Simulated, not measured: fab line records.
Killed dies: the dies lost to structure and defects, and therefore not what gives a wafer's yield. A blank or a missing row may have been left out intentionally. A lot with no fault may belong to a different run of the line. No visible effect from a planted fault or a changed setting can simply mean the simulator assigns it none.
Matching of chambers | flow nand-harc | NHARC_A_M1_PRE_CLEAN_32 on pecvd-01 has 3 sister chambers
The step time 12 s. 27 wafers are shown with their chamber, then 12 later ones without.

## EACH WAFER AND ITS CHAMBER
wafer  | chamber | heater-power-w (W) | susceptor-temp-C (C)
L074.2 | 1       | 587                | 370.25
L074.4 | 1       | 577                | 370.03
L074.6 | 0       | 582                | 369.60
L075.1 | 2       | 703                | 369.99
L075.3 | 0       | 519                | 369.98
L075.6 | 1       | 628                | 369.94
L078.3 | 1       | 591                | 370.16
L078.5 | 2       | 696                | 370.00
L078.6 | 1       | 597                | 370.01
L079.1 | 0       | 617                | 370.01
L079.2 | 2       | 639                | 370.42
L079.3 | 2       | 633                | 370.01
L080.1 | 2       | 601                | 369.51
L080.5 | 1       | 620                | 370.02
L080.6 | 2       | 586                | 370.05
L085.1 | 2       | 628                | 369.77
L085.3 | 0       | 639                | 369.46
L085.5 | 1       | 569                | 369.80
L086.1 | 1       | 579                | 370.15
L086.3 | 0       | 658                | 370.12
L086.5 | 1       | 560                | 370.20
L087.2 | 0       | 655                | 369.75
L087.3 | 2       | 653                | 369.98
L087.5 | 2       | 632                | 370.26
L091.4 | 1       | 638                | 369.99
L091.5 | 0       | 591                | 370.09
L091.6 | 2       | 709                | 369.89

SIGNATURES, as means of the wafers listed above
reading          | chamber 0 | chamber 1 | chamber 2 | scatter within a chamber
heater-power-w   | 608.71    | 594.60    | 648.00    | 39.2
susceptor-temp-C | 369.8586  | 370.0550  | 369.9880  | 0.215
Rule: for each reading, subtract the chamber's mean from the wafer's reading, divide by that reading's scatter and square the result; add these up over the readings and take the root, which gives the wafer's distance from the chamber. The wafer belongs to the nearest chamber; if the next one is less than 2 further off, it can't be placed. How the scatter is found: for the shown wafers, subtract from each reading the mean of its chamber, square and add these, divide the total by (wafers less chambers), then take the root.

## WAFERS WITH NO CHAMBER GIVEN
wafer  | heater-power-w (W) | susceptor-temp-C (C)
L094.1 | 626                | 369.77
L094.3 | 648                | 370.03
L094.5 | 632                | 369.95
L092.1 | 612                | 370.07
L092.2 | 695                | 369.82
L092.6 | 595                | 369.79
L097.2 | 607                | 369.82
L097.3 | 682                | 369.99
L097.6 | 631                | 369.56
L096.1 | 611                | 370.23
L096.3 | 556                | 370.16
L096.4 | 628                | 370.30

## WHICH CHAMBER EACH WENT THROUGH
wafer  | from the rows above          | in truth
L094.1 | can't be placed: 0 or 2 or 1 | 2
L094.3 | can't be placed: 2 or 0 or 1 | 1
L094.5 | can't be placed: 2 or 0 or 1 | 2
L092.1 | can't be placed: 1 or 0 or 2 | 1
L092.2 | can't be placed: 2 or 0 or 1 | 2
L092.6 | can't be placed: 0 or 1 or 2 | 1
L097.2 | can't be placed: 0 or 1 or 2 | 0
L097.3 | can't be placed: 2 or 0 or 1 | 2
L097.6 | can't be placed: 0 or 2 or 1 | 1
L096.1 | can't be placed: 1 or 2 or 0 | 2
L096.3 | can't be placed: 1 or 0 or 2 | 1
L096.4 | can't be placed: 1 or 2 or 0 | 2
Placed correctly: 0 of 12. Not placeable from these rows: 12 (in 12, the candidates include the true chamber). Placed wrongly: 0.
